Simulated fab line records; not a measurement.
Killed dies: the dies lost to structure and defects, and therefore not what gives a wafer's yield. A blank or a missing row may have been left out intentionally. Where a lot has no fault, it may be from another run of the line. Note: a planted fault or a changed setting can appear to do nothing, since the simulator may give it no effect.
One fault seen from 2 desks -- flow n5_finfet -- each desk holds nothing but its own numbers, with what lay behind them at the end

## THE DEFECT DESK
Inspection counts along the route, by lot: the mean over sampled wafers that carry a number. Any lot whose mean is over 4 standard deviations away from the usual mean is out of limits and marked OUT; that distance is given in the brackets.
Columns: A = raw_defect_count at N5_BEOL_M4_INSPECT_59, usual 72; B = raw_defect_count at N5_BEOL_M5_INSPECT_13, usual 399
lot,first seen here,A,B
L973,day 8 04:54,78,495
L978,day 9 15:11,62,260
L977,day 9 20:03,492 (+21) OUT,896 (+4.5) OUT
L984,day 11 12:31,101,301
L986,day 12 03:47,60,323
L985,day 12 04:51,39,317
L989,day 12 11:12,64,320
L990,day 13 09:53,83,500
L992,day 13 14:37,63,464
L993,day 13 18:00,103,462
Finding of this desk: L977 out of limits; the first was L977 at day 9 20:03, on raw_defect_count at N5_BEOL_M4_INSPECT_59. Within limits: L973, L978, L984, L986, L985, L989, L990, L992, L993.

## METROLOGY DESK
What the gauges read for every lot (on any tool): the sampled wafers with a number, averaged. Any lot whose mean is over 4 standard deviations away from the usual mean is out of limits and marked OUT; that distance is given in the brackets. It has 10 readings; the 7 that lie furthest out on some lot are the ones shown.
Columns: A = DIBL_N at N5_BEOL_M4_RC_MEAS_101, usual 36.1 mV/V; B = DIBL_P at N5_BEOL_M4_RC_MEAS_101, usual 35.9 mV/V; C = IOFF_N at N5_BEOL_M4_RC_MEAS_101, usual 0.154 nA/um; D = IOFF_P at N5_BEOL_M4_RC_MEAS_101, usual 0.21 nA/um; E = ION_P at N5_BEOL_M4_RC_MEAS_101, usual 463 uA/um; F = SS_P at N5_BEOL_M4_RC_MEAS_101, usual 73.2 mV/dec; G = VT_P at N5_BEOL_M4_RC_MEAS_101, usual -250 mV
lot,first seen here,A,B,C,D,E,F,G
L973,day 8 05:05,38.5,36.8,0.203,0.27,466,74.1,-247
L978,day 9 15:22,35.0,35.4,0.156,0.22,467,73.3,-248
L977,day 9 20:05,36.2,36.8,0.151,0.23,465,72.9,-248
L984,day 11 12:33,36.1,33.9,0.140,0.18,454,72.9,-253
L986,day 12 03:58,37.0,36.7,0.165,0.21,459,73.1,-251
L985,day 12 04:52,35.9,35.9,0.146,0.20,458,73.1,-250
L989,day 12 11:14,37.1,36.3,0.165,0.21,462,73.1,-251
L990,day 13 10:14,34.8,35.3,0.130,0.18,456,72.9,-252
L992,day 13 14:39,34.0,33.3,0.132,0.20,468,72.2,-252
L993,day 13 18:20,35.9,34.5,0.145,0.21,469,72.4,-249
Finding of this desk: none of the 10 lots has anything out of limits.

## TAKEN TOGETHER
The defect desk could have raised an alarm at day 9 20:03, on L977.
From the metrology desk's view, nothing was out of limits.
The metrology desk has L977 on record, within its limits.
All the named lots went through N5_BEOL_M4_PRE_CLEAN_56 on pecvd-01.

## WHAT HAD BEEN PUT IN BY THE SIMULATOR
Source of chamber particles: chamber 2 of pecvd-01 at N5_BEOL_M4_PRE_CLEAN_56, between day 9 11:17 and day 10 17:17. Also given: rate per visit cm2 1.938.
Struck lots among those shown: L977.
Hours from the fault's start to each desk's first reading out of limits: the defect desk, 9.
